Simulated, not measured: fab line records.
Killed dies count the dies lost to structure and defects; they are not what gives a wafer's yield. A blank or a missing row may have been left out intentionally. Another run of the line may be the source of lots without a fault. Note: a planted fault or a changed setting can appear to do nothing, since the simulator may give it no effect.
Matching of chambers	flow nand-harc	rie-diel-10 running NHARC_A_SGD_CUT_ETCH_58: 4 sister chambers
The step etches the open film in CF4, target depth 39 nm, time 65 s. 4 wafers are shown with their chamber, then 10 later ones without.

WAFERS, EACH WITH ITS CHAMBER
wafer	chamber	showerhead-plenum-p-Torr (Torr)
L087.3	1	1.69
L087.6	3	1.71
L088.4	0	1.81
L088.5	2	1.74

WAFERS WITH NO CHAMBER GIVEN
wafer	showerhead-plenum-p-Torr (Torr)
L088.6	1.69
L089.1	1.69
L089.2	1.71
L089.4	1.74
L089.3	1.81
L089.5	1.74
L089.6	1.71
L096.1	1.73
L096.2	1.69
L096.5	1.69

WHICH CHAMBER EACH ONE RAN IN
wafer	from the rows above	in truth
L088.6	1	1
L089.1	1	1
L089.2	3	3
L089.4	2	2
L089.3	0	0
L089.5	2	2
L089.6	3	3
L096.1	2	2
L096.2	1	1
L096.5	1	1
10 of 10 placed correctly. Not placeable from these rows: 0. Wrongly placed: 0.
How it was worked out, from the rows above alone: a wafer's distance from a chamber is the root of the sum, over the readings, of the square of ((its reading less the chamber's mean) divided by the reading's scatter). The wafer belongs to the nearest chamber; if the next one is less than 2 further off, it can't be placed. Each chamber's mean is taken over the wafers shown for it. The scatter: root of mean squared gap, hidden wafer to nearest shown wafer, with one shown wafer a chamber.
